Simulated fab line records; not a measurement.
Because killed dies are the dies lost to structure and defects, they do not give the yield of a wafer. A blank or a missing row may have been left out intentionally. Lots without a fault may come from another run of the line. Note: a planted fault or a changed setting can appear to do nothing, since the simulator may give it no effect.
Which of the tools did it? / flow nand harc / Sampling: 11 lots, 33 wafers, 6 of 1159 route steps

## WHAT THE GAUGES SHOWED, per wafer
NHARC_END_SORT_01.
lot=L692; measured=day 21 05:17; on=prober-02; killed at array=11 15

## TOOL THAT RAN EACH LOT (tool first, then ch and the chambers of the sampled wafers, then the start)
lot=L686; NHARC_A_CONTACT_DESCUM_13=rie diel-02 ch 1,3, day 17 05:19; NHARC_A_CONTACT_ETCH_136=har cap etch-03 ch 0,1, day 17 06:41; NHARC_A_CONTACT_STRIP_26=rie diel-12 ch 1,3, day 17 12:58 or earlier; NHARC_A_CONTACT_CVD_19=cvd w-02 ch 1, day 17 12:58; NHARC_A_CONTACT_CMP_20=cmp-01 ch 2,3, day 17 13:44
lot=L688; NHARC_A_CONTACT_DESCUM_13=rie diel-04 ch 0,1,3, day 17 07:17; NHARC_A_CONTACT_ETCH_136=har cap etch-02 ch 0,1, day 17 08:44; NHARC_A_CONTACT_STRIP_26=rie diel-12 ch 1,3, day 17 14:08 or earlier; NHARC_A_CONTACT_CVD_19=cvd w-02 ch 0,1, day 17 14:08; NHARC_A_CONTACT_CMP_20=cmp-03 ch 1,2, day 17 15:01
lot=L687; NHARC_A_CONTACT_DESCUM_13=rie diel-12 ch 1,2, day 17 10:00; NHARC_A_CONTACT_ETCH_136=har cap etch-03 ch 1, day 17 11:57; NHARC_A_CONTACT_STRIP_26=rie diel-12 ch 0,2,3, day 17 14:44 or earlier; NHARC_A_CONTACT_CVD_19=cvd w-01 ch 0,1, day 17 14:44; NHARC_A_CONTACT_CMP_20=cmp-01 ch 2,3, day 17 16:37
lot=L690; NHARC_A_CONTACT_DESCUM_13=rie diel-12 ch 0,1,2, day 17 16:41; NHARC_A_CONTACT_ETCH_136=har cap etch-03 ch 0,1, day 17 18:05; NHARC_A_CONTACT_STRIP_26=rie diel-12 ch 1,2,3, day 17 23:43 or earlier; NHARC_A_CONTACT_CVD_19=cvd w-01 ch 0,1, day 17 23:43; NHARC_A_CONTACT_CMP_20=cmp-03 ch 0,1,3, day 18 00:37
lot=L692; NHARC_A_CONTACT_DESCUM_13=rie diel-02 ch 0,1, day 18 09:17; NHARC_A_CONTACT_ETCH_136=har cap etch-02 ch 0,1, day 18 10:47; NHARC_A_CONTACT_STRIP_26=rie diel-12 ch 2,3, day 18 16:37 or earlier; NHARC_A_CONTACT_CVD_19=cvd w-02 ch 0,1, day 18 16:37; NHARC_A_CONTACT_CMP_20=cmp-04 ch 0,1,2, day 18 21:04
lot=L699; NHARC_A_CONTACT_DESCUM_13=rie diel-12 ch 0,1,2, day 19 22:34; NHARC_A_CONTACT_ETCH_136=har cap etch-01 ch 1, day 19 23:56; NHARC_A_CONTACT_STRIP_26=rie diel-12 ch 1,2,3, day 20 02:13 or earlier; NHARC_A_CONTACT_CVD_19=cvd w-01 ch 0,1, day 20 02:13; NHARC_A_CONTACT_CMP_20=cmp-01 ch 1,3, day 20 03:00
lot=L701; NHARC_A_CONTACT_DESCUM_13=rie diel-12 ch 2,3, day 20 18:23; NHARC_A_CONTACT_ETCH_136=har cap etch-02 ch 0,1, day 20 20:39; NHARC_A_CONTACT_STRIP_26=rie diel-04 ch 0,1,2, day 21 01:35 or earlier; NHARC_A_CONTACT_CVD_19=cvd w-02 ch 0, day 21 01:35; NHARC_A_CONTACT_CMP_20=cmp-01 ch 2,3, day 21 02:29
lot=L702; NHARC_A_CONTACT_DESCUM_13=rie diel-04 ch 0,2,3, day 21 07:04; NHARC_A_CONTACT_ETCH_136=har cap etch-03 ch 0,1, day 21 08:34; NHARC_A_CONTACT_STRIP_26=rie diel-02 ch 0,1,2, day 21 14:05 or earlier; NHARC_A_CONTACT_CVD_19=cvd w-02 ch 0,1, day 21 14:05; NHARC_A_CONTACT_CMP_20=cmp-04 ch 0,1,3, day 21 14:58
lot=L706; NHARC_A_CONTACT_DESCUM_13=rie diel-12 ch 0,2,3, day 22 03:21; NHARC_A_CONTACT_ETCH_136=har cap etch-01 ch 0,1, day 22 04:46; NHARC_A_CONTACT_STRIP_26=rie diel-12 ch 0,1,3, day 22 06:58 or earlier; NHARC_A_CONTACT_CVD_19=cvd w-02 ch 0,1, day 22 06:58; NHARC_A_CONTACT_CMP_20=cmp-04 ch 0,2,3, day 22 07:51
lot=L708; NHARC_A_CONTACT_DESCUM_13=rie diel-12 ch 2,3, day 22 10:14; NHARC_A_CONTACT_ETCH_136=har cap etch-03 ch 0,1, day 22 11:47; NHARC_A_CONTACT_STRIP_26=rie diel-04 ch 0,1, day 22 13:23; NHARC_A_CONTACT_CVD_19=cvd w-02 ch 0, day 22 16:22; NHARC_A_CONTACT_CMP_20=cmp-01 ch 0,1,3, day 22 17:11
lot=L707; NHARC_A_CONTACT_DESCUM_13=rie diel-02 ch 0,1, day 22 16:52; NHARC_A_CONTACT_ETCH_136=har cap etch-03 ch 0,1, day 22 18:14; NHARC_A_CONTACT_STRIP_26=rie diel-12 ch 2,3, day 23 00:15 or earlier; NHARC_A_CONTACT_CVD_19=cvd w-01 ch 0,1, day 23 00:15; NHARC_A_CONTACT_CMP_20=cmp-03 ch 0,1, day 23 01:10
- NHARC_A_CONTACT_DESCUM_13: chemistry O2, time 3 s.
- NHARC_A_CONTACT_ETCH_136: etches the open film in C4F8/O2/Ar, time 132 s, target depth 1287 nm.
- NHARC_A_CONTACT_STRIP_26: strips in O2.
- NHARC_A_CONTACT_CVD_19: deposits W, target thk 300 nm, time 802 s.
- NHARC_A_CONTACT_CMP_20: polishes, t overpolish 30 s, target thk 300 nm.

## THE ANSWER, worked out from the rows above alone
Rule: the usual values come from the lots themselves. The widest of any qualifying gaps counts: lots, ordered by their means at a reading, are off when they make up no more than a third of the lots, leave a main group of 4 or more, and stand apart from it by 3 or more times the standard deviation of that group's means. If all means in a main group match to the digits the tables above print for the reading, that group is not used. Also off: a lot with no number at a reading for which 4 or more lots have one. The other lots that the step has rows for count as sound.
None of the lots is off at any reading shown; this tells nothing.

## WHAT HAD BEEN PUT IN BY THE SIMULATOR
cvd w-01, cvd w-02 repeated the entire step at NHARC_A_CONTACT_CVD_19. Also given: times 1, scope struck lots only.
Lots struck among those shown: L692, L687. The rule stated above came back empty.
